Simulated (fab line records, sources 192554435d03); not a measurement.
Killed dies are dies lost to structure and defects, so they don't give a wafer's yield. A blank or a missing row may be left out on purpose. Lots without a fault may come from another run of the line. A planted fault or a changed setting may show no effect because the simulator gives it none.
One fault seen from 2 desks | flow n5_finfet | each desk has only its own numbers; what lay behind them comes last

THE DEFECT DESK
What the inspections along the route counted, lot by lot: means of the sampled wafers that have a number. A lot is out of limits, marked OUT, if its mean lies more than 4 standard deviations from the usual mean; the brackets give that distance.
Columns: A = raw_defect_count at N5_BEOL_M13_INSPECT_30, usual 2.1
lot  | first seen here | A
L914 | day 12 01:47    | 3.0
L915 | day 12 10:04    | 2.0
L917 | day 12 20:41    | 2.7
L919 | day 13 11:08    | 2.0
L921 | day 13 15:34    | 2.0
L923 | day 14 12:48    | 2.0
L926 | day 15 04:02    | 3.0
L925 | day 15 09:45    | 1.0
L930 | day 16 16:28    | 2.0
L931 | day 16 21:54    | 1.7
L933 | day 17 01:41    | 5.5
This desk's finding: nothing out of limits on any of the 11 lots.

THE TOOL OWNER'S DESK: rie_diel-04
The tool's own readings at N5_BEOL_M13_ETCH_68 (etches SOC in N2/H2, time 355 s): means of the sampled wafers that have a number, for each lot that ran on this tool. A lot is out of limits, marked OUT, if its mean lies more than 4 standard deviations from the usual mean; the brackets give that distance.
Columns: A = drypump_motor_current_A at N5_BEOL_M13_ETCH_68, usual 5.6 A; B = oes_product_au at N5_BEOL_M13_ETCH_68, usual 0.80 a.u.; C = rf_vpp_V at N5_BEOL_M13_ETCH_68, usual 524.8 V; D = run_length_s at N5_BEOL_M13_ETCH_68, usual 378.5 s; E = showerhead_plenum_p_Torr at N5_BEOL_M13_ETCH_68, usual 2.57 Torr; F = throttle_valve_pct at N5_BEOL_M13_ETCH_68, usual 17.70 %
lot  | first seen here | A   | B    | C     | D                       | E    | F
L915 | day 12 10:17    | 5.2 | 0.78 | 526.9 | 378.3                   | 2.66 | 17.67
L917 | day 12 20:53    | 5.3 | 0.82 | 525.6 | 378.2                   | 2.60 | 17.68
L925 | day 15 09:58    | 5.1 | 0.75 | 526.7 | 378.2                   | 2.65 | 17.73
L930 | day 16 17:02    | 5.2 | 0.82 | 524.8 | 320.8 (-99 or more) OUT | 2.58 | 17.69
L933 | day 17 01:55    | 5.1 | 0.91 | 522.9 | 320.9 (-99 or more) OUT | 2.53 | 17.70
This desk's finding: out of limits on L930, L933; first on L930, day 16 17:02 (run_length_s at N5_BEOL_M13_ETCH_68). In limits: L915, L917, L925.

PUT TOGETHER
The tool owner's desk could have raised an alarm at day 16 17:02, on L930, L933.
The defect desk saw nothing out of limits.
The defect desk has L930, L933 on record, within its limits.
Of the lots named, all ran N5_BEOL_M13_ETCH_68 on rie_diel-04.

WHAT THE SIMULATOR HAD PUT IN
Process parameter drift: rie_diel-04, from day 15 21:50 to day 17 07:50, at N5_BEOL_M13_ETCH_68. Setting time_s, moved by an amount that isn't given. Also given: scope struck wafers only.
Lots struck among those shown: L930, L933.
Hours from the fault's start to each desk's first reading out of limits: the tool owner's desk, 19.
